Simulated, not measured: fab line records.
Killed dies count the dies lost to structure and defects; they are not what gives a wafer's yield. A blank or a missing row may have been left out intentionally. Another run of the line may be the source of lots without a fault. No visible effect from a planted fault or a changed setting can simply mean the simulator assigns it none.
Comparing a struck lot with a sound one + flow nandHarc + 27 out of 1302 route steps
Sound: these wafers, L723.1, L723.5, L723.6. Struck: wafers L728.4, L728.6 (left out: L728.3, a lot-mate that was not struck); the cause follows at the end.
For every step that has rows: the tool of each side, followed by ch and its chambers, followed by its first start. Under that, the readings that differ: sound wafers + struck wafers + difference of the means + sigmas: that difference in standard deviations of wafers without a fault.
alike: words and numbers the same on both sides, and readings whose means are apart by under 2 such deviations; not compared: readings that were withheld, readings missing a value for some wafer, numbers with overlapping values and no deviation given by the record, and bounds like >300 which may hide the same value.
A row with sigmas, a row that says differs or no value, or rows on one side alone: a step with any of these is where the two part. When numbers do not overlap yet have no deviation, they are printed without sigmas and do not part them. A reading missing from all wafers of one side parts the sides only when that side holds two or more wafers.

NHARC_A_CHANNEL_HOLE_D2_INSPECT_12:
  sound: defectInspect-01 at day 18 06:13; struck: defectInspect-01 at day 20 13:01
  alike: rawDefectCount
then, 1 step without rows for these wafers: NHARC_A_CHANNEL_HOLE_D2_DESCUM_15 (chemistry O2, time 3 s).
NHARC_A_CHANNEL_HOLE_D2_ETCH_38: etches the open film in CF4, target depth 39 nm, time 65 s.
  sound on rieDiel-13 ch 1,2, day 18 06:22; struck on rieDiel-08 ch 1,2, day 20 13:11
| reading                  | sound       | struck  | difference | sigmas |
|--------------------------|-------------|---------|------------|--------|
| drypumpMotorCurrentA (A) | 6.6 6.6 5.5 | 5.2 5.1 | -1.1       | -2     |
  alike: oesProductAu, rfVppV, showerheadPlenumPTorr, throttleValvePct
  not compared: rfHoursCounterH
then, 1 step without rows for these wafers: NHARC_A_CHANNEL_HOLE_D2_ETCH_39 (etches the open film in N2/H2, target depth 260 nm, time 325 s).
NHARC_A_CHANNEL_HOLE_D2_ETCH_34: etches the open film in CF4/CHF3, target depth 154 nm, time 77 s.
  sound on rieDiel-13 ch 1,2,3; struck on rieDiel-08 ch 2,3
  alike: drypumpMotorCurrentA, oesProductAu, rfVppV, showerheadPlenumPTorr, throttleValvePct
  not compared: rfHoursCounterH
then, 1 step without rows for these wafers: NHARC_A_CHANNEL_HOLE_D2_ETCH_16 (etches the open film in O2/COS, target depth 3100 nm, time 806 s).
NHARC_A_CHANNEL_HOLE_D2_CD_MEAS_18:
  sound: cdSem-03 at day 18 07:23; struck: cdSem-01 at day 20 14:24
  alike: cdNm
then, 3 steps without rows for these wafers: NHARC_A_CHANNEL_HOLE_D2_ETCH_19 (etches the open film in C4F8/O2/Ar, time 34.5 s); NHARC_A_CHANNEL_HOLE_D2_ETCH_20 (etches the open film in C4F8/O2/Ar, time 361.9 s, target depth 1600 nm); NHARC_A_CHANNEL_HOLE_D2_ETCH_21 (etches the open film in C4F8/O2/Ar, time 514.3 s, target depth 1600 nm).
NHARC_A_CHANNEL_HOLE_D2_ETCH_22: etches the open film in C4F8/O2/Ar, time 666.7 s, target depth 1600 nm.
  sound on harEtch-01 ch 0,1, day 18 12:07; struck on harEtch-02 ch 0, day 20 15:31
  alike: c4f8FlowSccm, drypumpMotorCurrentA, showerheadPlenumPTorr, tempC, throttleValvePct
  not compared: rfHoursCounterH
then, 1 step without rows for these wafers: NHARC_A_CHANNEL_HOLE_D2_ETCH_23 (etches the open film in C4F8/O2/Ar, time 819 s, target depth 1600 nm).
NHARC_A_CHANNEL_HOLE_D2_ETCH_24: etches the open film in C4F8/O2/Ar, time 906.2 s, target depth 1500 nm.
  sound on harEtch-01 ch 0,1, day 18 13:24; struck on harEtch-02 ch 0, day 20 16:52
  alike: c4f8FlowSccm, drypumpMotorCurrentA, showerheadPlenumPTorr, tempC, throttleValvePct
  not compared: rfHoursCounterH
then, 2 steps without rows for these wafers: NHARC_A_CHANNEL_HOLE_D2_ETCH_25 (etches the open film in C4F8/O2/Ar, time 1040.2 s, target depth 1500 nm); NHARC_A_CHANNEL_HOLE_D2_ETCH_26 (etches the open film in C4F8/O2/Ar, time 224.1 s, target depth 300 nm).
NHARC_A_CHANNEL_HOLE_D2_ETCH_27: etches the open film in C4F8/O2/Ar, time 90 s, target depth 400 nm.
  sound on harEtch-01 ch 0,1, day 18 15:10; struck on harEtch-02 ch 0, day 20 18:31
  alike: c4f8FlowSccm, drypumpMotorCurrentA, showerheadPlenumPTorr, tempC, throttleValvePct
  not compared: rfHoursCounterH
then, 4 steps without rows for these wafers: NHARC_A_CHANNEL_HOLE_D2_STRIP_41 (strips in N2/H2); NHARC_A_CHANNEL_HOLE_D2_STRIP_42 (strips in CF4/CHF3); NHARC_A_CHANNEL_HOLE_D2_STRIP_43 (strips in O2/COS); NHARC_A_CHANNEL_HOLE_D2_ETCH_44 (etches the open film in CF4/O2, target depth 140 nm, overetch 14 nm, time 77 s).
NHARC_A_CHANNEL_HOLE_D2_STRIP_28: strips in O2.
  sound on rieDiel-08 ch 0,2,3; struck on rieDiel-04 ch 2,3
  alike: drypumpMotorCurrentA, oesProductAu, rfVppV, showerheadPlenumPTorr, throttleValvePct
  not compared: rfHoursCounterH
then, 2 steps without rows for these wafers: NHARC_A_CHANNEL_HOLE_D2_PRECLEAN_29 (cleans in SC1); NHARC_A_CHANNEL_HOLE_D2_SRD_30.
NHARC_A_CHANNEL_HOLE_D2_CD_MEAS_31:
  sound: cdSem-01 at day 18 16:40; struck: cdSem-01 at day 20 20:10
  alike: cdNm
NHARC_A_CHANNEL_HOLE_D2_XSEM_32:
  sound on xsem-01 ch 0, day 18 16:46; struck on xsem-02 ch 0, day 20 20:16
| reading    | sound          | struck      | difference | sigmas |
|------------|----------------|-------------|------------|--------|
| bowNm (nm) | 9.26 9.23 9.16 | 10.70 10.67 | +1.47      | +6     |
  alike: botCdNm, tiltDeg
NHARC_A_CHANNEL_HOLE_D2_INSPECT_40:
  sound: defectInspect-01 at day 18 16:52; struck: defectInspect-01 at day 20 20:22
  alike: rawDefectCount
-- the record jumps here: 12 days lie between the struck wafers' starts before and after (it left off in module A_CHANNEL_HOLE_D2 and takes up again in module END, whose first step shown is number 1302 of the route) --
NHARC_END_SORT_01:
  sound on prober-02 ch 0, day 29 19:46; struck on prober-01 ch 0, day 32 10:36
| reading     | sound | struck | difference | sigmas |
|-------------|-------|--------|------------|--------|
| killedShort | 0 2 0 | 5 8    | +6         | +3     |
  alike: killedAtArray, killedAtOther, killedAtPeriphery, killedDies, killedOpen

## WHERE THEY PART
Earliest at NHARC_A_CHANNEL_HOLE_D2_ETCH_38; latest, in this record, at NHARC_END_SORT_01.

WHY: what the simulator had put in
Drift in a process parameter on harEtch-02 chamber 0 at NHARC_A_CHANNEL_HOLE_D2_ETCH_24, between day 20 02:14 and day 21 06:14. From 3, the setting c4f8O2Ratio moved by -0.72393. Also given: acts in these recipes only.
